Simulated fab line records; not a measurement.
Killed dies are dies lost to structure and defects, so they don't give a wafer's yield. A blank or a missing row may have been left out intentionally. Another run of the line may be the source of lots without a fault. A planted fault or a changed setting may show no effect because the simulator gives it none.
Chamber matching :: flow n5Finfet :: rieDiel-01 running N5_HKMG_FIN_DESCUM_17: 4 sister chambers
The step chemistry O2, time 7.9 s. 4 wafers are shown with their chamber, then 10 later ones without.

EACH WAFER AND ITS CHAMBER
wafer: L082.1
chamber: 0
drypumpMotorCurrentA (A): 5.35

wafer: L084.6
chamber: 1
drypumpMotorCurrentA (A): 5.63

wafer: L086.2
chamber: 2
drypumpMotorCurrentA (A): 5.76

wafer: L086.3
chamber: 3
drypumpMotorCurrentA (A): 5.26

WAFERS WITHOUT THEIR CHAMBER
wafer: L086.4
drypumpMotorCurrentA (A): 5.33

wafer: L090.1
drypumpMotorCurrentA (A): 5.24

wafer: L090.2
drypumpMotorCurrentA (A): 5.32

wafer: L090.4
drypumpMotorCurrentA (A): 5.63

wafer: L092.1
drypumpMotorCurrentA (A): 5.77

wafer: L092.2
drypumpMotorCurrentA (A): 5.63

wafer: L092.3
drypumpMotorCurrentA (A): 5.24

wafer: L093.1
drypumpMotorCurrentA (A): 5.23

wafer: L093.2
drypumpMotorCurrentA (A): 5.62

wafer: L093.4
drypumpMotorCurrentA (A): 5.75

EACH ONE'S CHAMBER
wafer: L086.4
from the rows above: 0
in truth: 0

wafer: L090.1
from the rows above: 3
in truth: 3

wafer: L090.2
from the rows above: can't be placed: 0 or 3
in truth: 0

wafer: L090.4
from the rows above: 1
in truth: 1

wafer: L092.1
from the rows above: 2
in truth: 2

wafer: L092.2
from the rows above: 1
in truth: 1

wafer: L092.3
from the rows above: 3
in truth: 3

wafer: L093.1
from the rows above: 3
in truth: 3

wafer: L093.2
from the rows above: 1
in truth: 1

wafer: L093.4
from the rows above: 2
in truth: 2
9 of 10 placed correctly. These rows do not allow placing 1 (true chamber among the candidates in 1). Wrongly placed: 0.
How it was worked out, from the rows above alone: a wafer's distance from a chamber is the root of the sum, over the readings, of the square of ((its reading less the chamber's mean) divided by the reading's scatter). If the next closest chamber is less than 2 further off than the closest, the wafer can't be placed; otherwise it belongs to the closest. The mean given for a chamber averages the wafers shown for that chamber. The scatter: with one shown wafer a chamber, the root of the mean of the squares of how far each hidden wafer lies from its nearest shown one.
